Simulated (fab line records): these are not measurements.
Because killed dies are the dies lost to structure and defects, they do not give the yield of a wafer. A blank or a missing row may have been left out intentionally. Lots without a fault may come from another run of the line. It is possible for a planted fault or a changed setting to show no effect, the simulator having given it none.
fab line records | flow n5_finfet
record lots=6 | wafers=18 | last_day=18
route steps=1938 shown START@1 ZERO_LAYER@2 BEOL_M4@1111
lots that met no fault: from a run of the same line without faults
start_h: hours from the record's first day to the start of the lot's first wafer shown | wait_h: how many hours have passed since the lot's step before this one | " as in the row above | L1.1+2: one row covering several wafers at once | - no value, or no start given | * or withheld: withheld | < > ~ a bound
route shown NAME@n: a module of which the file shows steps, and the number in the route of the first | usual: average and standard deviation across the fault-free wafers | same: alike in all rows | chamber/n: place in a boat | sites: readings site by site | _std_site: the standard deviation of these | _edge_site: the outer-site mean with the inner-site mean subtracted | radius_mm: for every site, how far away it sits from the centre of the wafer | mask NAME#n: copy n | behind: the most recent tool/chamber to have shaped the wafer | hold: what put the lot on hold/how long, in hours/how the hold closed | device: transistor that didn't switch, given as n, p or np | end of line: the same wafers' tests at the end of the route | step lacking rows: just its recipe | killed: at the first sort, the dies lost to defects and structure; wafer yield is something else | map: dies across one wafer; x = killed, . = not, _ = none there
set.NAME: setting as actually run; set.NAME@STEP: the setting as run at that earlier step | model.NAME: the simulator's own value behind a step, which no gauge read
lots at selected steps of the route; one table per step, one row per wafer
services: the hour from which a tool's chamber was out of use, counted from the record's first day as start_h (under 0 if before that day), plus the number of hours and why
## steps
# step N5_START_INSPECT_01
# recipe inspect_instrument=unpatterned_scan | mode=incoming
# usual raw_defect_count=5.6/2.5
lot.wafer | tool              | chamber | start_h | wait_h | raw_defect_count
L225.1    | defect_inspect-02 | -       | 24.03   | -      | 3
L225.2    | "                 | -       | "       | "      | 3
L225.4    | "                 | -       | "       | "      | 6
L226.3    | defect_inspect-01 | -       | 30.03   | -      | 1
L226.4    | "                 | -       | "       | "      | 9
L226.5    | "                 | -       | "       | "      | 6
L230.2    | defect_inspect-01 | -       | 54.03   | -      | 7
L230.4    | "                 | -       | "       | "      | 3
L230.5    | "                 | -       | "       | "      | 7
L237.2    | defect_inspect-01 | -       | 96.03   | -      | 7
L237.4    | "                 | -       | "       | "      | 4
L237.5    | "                 | -       | "       | "      | 4
L240.1    | defect_inspect-02 | -       | 114.03  | -      | 9
L240.3    | "                 | -       | "       | "      | 12
L240.6    | "                 | -       | "       | "      | 7
L245.1    | defect_inspect-01 | -       | 144.03  | -      | 6
L245.3    | "                 | -       | "       | "      | 3
L245.5    | "                 | -       | "       | "      | 5
# step N5_ZERO_LAYER_PRECLEAN_00
# recipe chemistry=SPM | time_s=600 | temp_c=120 | mix=4:1
# step N5_ZERO_LAYER_SRD_01
# recipe time_s=30 | temp_c=23 | rinse_liquid=diw | dry=n2_spin | spin_rpm=1500 | dry_time_s=30
# step N5_ZERO_LAYER_PECVD_02
# recipe material=SiO2 | target_thk_a=100 | temp_c=400 | precursor=SiH4/N2O | pressure_torr=0.75 | rf_w=275 | time_s=6
# usual heater_power_w=785/67 | rf_fwd_power_W=272.7/1.1 | showerhead_plenum_p_Torr=8.17/0.15
lot.wafer | tool     | chamber | start_h | wait_h | heater_power_w | rf_fwd_power_W | showerhead_plenum_p_Torr | model.SiO2_of_ZERO_LAYER_PECVD_02.thk_nm
L225.1    | pecvd-03 | 1       | 24.28   | 0.0    | 715            | 273.5          | 7.84                     | 9.594
L225.2    | "        | 0       | "       | "      | 888            | 271.9          | 8.27                     | 10.15
L225.4    | "        | 2       | "       | "      | 785            | 273.9          | 8.19                     | 10.14
L226.3    | pecvd-03 | 2       | 30.28   | 0.0    | 673            | -              | 8.17                     | 7.186
L226.4    | "        | 1       | "       | "      | 694            | -              | 7.85                     | 7.244
L226.5    | "        | 2       | "       | "      | 658            | -              | 8.17                     | 7.488
L230.2    | pecvd-03 | 0       | 54.28   | 0.0    | 864            | -              | 8.31                     | 7.123
L230.4    | "        | 0       | "       | "      | 808            | -              | 8.29                     | 7.397
L230.5    | "        | 2       | "       | "      | 795            | -              | 8.19                     | 7.395
L237.2    | pecvd-01 | 1       | 96.28   | 0.0    | 820            | 274.7          | 8.14                     | 9.993
L237.4    | "        | 2       | "       | "      | 679            | 271.1          | 8.19                     | 10.05
L237.5    | "        | 0       | "       | "      | 768            | 272.4          | 8.24                     | 10.16
L240.1    | pecvd-04 | 0       | 114.30  | 0.0    | 817            | 272.0          | 8.41                     | 9.92
L240.3    | "        | 2       | "       | "      | 844            | 273.6          | 8.24                     | 9.892
L240.6    | "        | 0       | "       | "      | 833            | 272.9          | 8.39                     | 10.13
L245.1    | pecvd-01 | 0       | 144.47  | 0.0    | 790            | 272.7          | 8.27                     | 10.13
L245.3    | "        | 2       | "       | "      | 716            | 271.9          | 8.16                     | 10.17
L245.5    | "        | 1       | "       | "      | 797            | 273.2          | 8.13                     | 10.11
# step N5_ZERO_LAYER_HMDS_04
# recipe time_s=60 | temp_c=120
# step N5_BEOL_M4_RC_MEAS_101
# usual DIBL_N=36.0/2 | DIBL_P=36.2/2.2 | IOFF_N=0.16/0.034 | IOFF_P=0.21/0.04 | ION_N=675/12 | ION_P=463/7.2 | SS_N=71.6/0.6 | SS_P=73.3/0.67 | VT_N=250/3 | VT_P=-251/3.4
lot.wafer | tool      | chamber | start_h | wait_h | DIBL_N[mV/V] | DIBL_P[mV/V] | IOFF_N[nA/um] | IOFF_P[nA/um] | ION_N[uA/um] | ION_P[uA/um] | SS_N[mV/dec] | SS_P[mV/dec] | VT_N[mV] | VT_P[mV]
L225.1    | prober-02 | 0       | 188.48  | 0.0    | 37.3         | 39.8         | 0.17          | 0.23          | 673          | 459          | 72.2         | 74.6         | 248      | -251
L225.2    | "         | 0       | "       | "      | 32.4         | 33.9         | 0.11          | 0.15          | 654          | 451          | 70.4         | 72.4         | 255      | -255
L225.4    | "         | 0       | "       | "      | 35.2         | 36.3         | 0.13          | 0.17          | 666          | 455          | 71.1         | 73.4         | 255      | -253
L226.3    | prober-02 | 0       | 193.42  | 0.3    | 38.5         | 38.9         | 0.22          | 0.26          | 674          | 462          | 72.3         | 73.5         | 249      | -250
L226.4    | "         | 0       | "       | "      | 38.2         | 37.8         | 0.19          | 0.22          | 665          | 453          | 73.1         | 73.0         | 251      | -251
L226.5    | "         | 0       | "       | "      | 39.6         | 39.9         | 0.24          | 0.26          | 685          | 467          | 73.3         | 73.9         | 249      | -246
L230.2    | prober-01 | 0       | 217.83  | 0.2    | 35.3         | 36.0         | 0.18          | 0.23          | 691          | 472          | 72.2         | 72.8         | 243      | -248
L230.4    | "         | 0       | "       | "      | 32.0         | 32.0         | 0.11          | 0.17          | 665          | 459          | 70.5         | 72.5         | 255      | -253
L230.5    | "         | 0       | "       | "      | 34.9         | 35.7         | 0.16          | 0.22          | 678          | 468          | 70.7         | 72.6         | 250      | -247
L237.2    | prober-02 | 0       | 269.01  | 0.2    | 33.2         | 33.3         | 0.11          | 0.18          | 672          | 471          | 71.9         | 72.3         | 255      | -252
L237.4    | "         | 0       | "       | "      | 33.6         | 34.0         | 0.11          | 0.18          | 659          | 464          | 70.6         | 72.9         | 254      | -250
L237.5    | "         | 0       | "       | "      | 34.7         | 34.8         | 0.13          | 0.19          | 663          | 464          | 71.6         | 73.6         | 253      | -254
L240.1    | prober-02 | 0       | 279.72  | 0.0    | 32.4         | 32.5         | 0.10          | 0.16          | 649          | 453          | 70.5         | 71.9         | 257      | -255
L240.3    | "         | 0       | "       | "      | 36.2         | 36.1         | 0.16          | 0.20          | 675          | 463          | 71.2         | 72.9         | 252      | -252
L240.6    | "         | 0       | "       | "      | 36.1         | 35.8         | 0.14          | 0.19          | 668          | 459          | 71.6         | 73.3         | 253      | -252
L245.1    | prober-01 | 0       | 311.62  | 0.0    | 36.0         | 35.9         | 0.15          | 0.21          | 665          | 455          | 71.9         | 72.3         | 250      | -250
L245.3    | "         | 0       | "       | "      | 34.3         | 33.7         | 0.14          | 0.19          | 681          | 460          | 71.3         | 72.5         | 248      | -248
L245.5    | "         | 0       | "       | "      | 36.6         | 36.7         | 0.18          | 0.23          | 686          | 469          | 71.4         | 73.7         | 249      | -247
## services
tool     | chamber | start_h | hours | kind
pecvd-03 | -       | 0.63    | 1.5   | repair
pecvd-04 | 2       | 21.12   | -     | clean
pecvd-04 | 2       | 21.12   | -     | consumable_replace:showerhead
pecvd-04 | 2       | 21.12   | 29.0  | scheduled_down
pecvd-04 | 2       | 21.12   | 29.0  | vent_cycle
pecvd-03 | 1       | 26.52   | 2.1   | scheduled_down
pecvd-03 | -       | 43.67   | 0.9   | repair
pecvd-01 | -       | 51.57   | 2.8   | pm
pecvd-04 | -       | 80.50   | 2.7   | repair
pecvd-01 | -       | 110.41  | 6.0   | pm
pecvd-01 | 0       | 124.34  | 8.1   | repair
## key
first_sign none at tools or gauges
model_effect step=N5_ZERO_LAYER_PECVD_02 | value=SiO2_of_ZERO_LAYER_PECVD_02.thk_nm | without=10.03 | struck=7.305
met_at N5_ZERO_LAYER_PECVD_02
struck_wafers L226.3,L226.4,L226.5,L230.2,L230.4,L230.5
onset_between 24.28 30.28
fault kind=process_parameter_drift | tool=pecvd-03 | chamber=- | onset_h=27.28 | steps=N5_ZERO_LAYER_PECVD_02 | channel=time_s | offset=* | shape=step | end_h=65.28 | acts_in=* | stated=*
